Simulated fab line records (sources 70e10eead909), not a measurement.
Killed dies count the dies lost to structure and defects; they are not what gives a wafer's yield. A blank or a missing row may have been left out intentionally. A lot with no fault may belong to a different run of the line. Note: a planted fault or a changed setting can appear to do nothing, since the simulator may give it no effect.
Code-filled problem report in 8D (eight disciplines) form	flow nandHarc	the parts of the form that need people (team, actions taken, sign-off) are left out

## 1. WHAT IS WRONG
At NHARC_A_CONTACT_OVL_MEAS_09, overlayXNm averages 9.3 nm over 6 wafers from 2 lots, while fault-free wafers read 0.2 nm, standard deviation 0.79. Relative to the usual mean, that is a shift of +11 standard deviations.
First seen on wafer L614.4, day 20 06:34, on overlay-02. At this step, 33 wafers from 11 lots have a number in the record. Rule for "out" (also "out of limits"): further than 4 standard deviations from the usual mean. All remaining wafers that have a number are taken as sound.

## 2. WHAT IT IS, AND WHAT IT ISN'T
question	is	is not
which readings at this step	overlayXNm	overlayYNm
which lots	L613, L614	L599, L601, L603, L604, L606, L607, L620, L621, L622
which wafers of those lots	all that have a number	-
read on which gauges	overlay-01, overlay-02	-
when	from day 20 06:34	up to then (18 sound wafers); but 9 sound wafers of L620, L621, L622 came after

## 3. WHAT RULES OUT EACH SUSPECT
Counting: a tool at a process step up to the reading stays a suspect if it ran every lot that is out and no sound lot after the first of them.
- the gauge at NHARC_A_CONTACT_OVL_MEAS_09 is ruled out. The wafers that are out were read on 2 gauges (overlay-01, overlay-02).
- arfiScanner-01 at NHARC_A_CONTACT_EXPOSE_05 (exposes mask A CC): kept. Every lot that is out went through it, starting with L614 (day 20 06:21), and after that it ran no sound lot; the last sound lot it ran before then is L606 (day 18 21:49).
Remaining after the count: arfiScanner-01 at NHARC_A_CONTACT_EXPOSE_05.

## 4. THE CAUSE (what the simulator had put in)
Scanner matching overlay: arfiScanner-01, from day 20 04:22 on, at NHARC_A_CONTACT_EXPOSE_05. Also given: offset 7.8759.
Counting left only this tool.

## 5. SEQUENCE OF EFFECTS, ordered by route
Each row: a reading where the mean over the struck wafers with a number is more than 3 standard deviations away from the usual. Scope: only readings with a usual standard deviation given in the record; hours: median across lots of the time from each lot's start at the first step in this table that gives one to its start at this step; sigmas: change in usual standard deviations.
hours	step	reading	usual	on struck wafers	change	sigmas
0	NHARC_A_CONTACT_OVL_MEAS_09	overlayXNm	0.2 nm	9.3	+9.1	+11

## 6. HOW IT WOULD HAVE BEEN CAUGHT EARLIER
Counted from the fault's start at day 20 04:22, it took 2 hours until the first out-of-limits reading at a measuring or inspecting step in this record, taken at day 20 06:34.
Tool readings at NHARC_A_CONTACT_EXPOSE_05 with a usual standard deviation given in the record: none out on any struck wafer, hence no alarm at a limit of 4 standard deviations on them.
Lots out: 2; of these, L613 started NHARC_A_CONTACT_EXPOSE_05 on arfiScanner-01 after day 20 06:34. A hold on the tool at that time would have spared it.
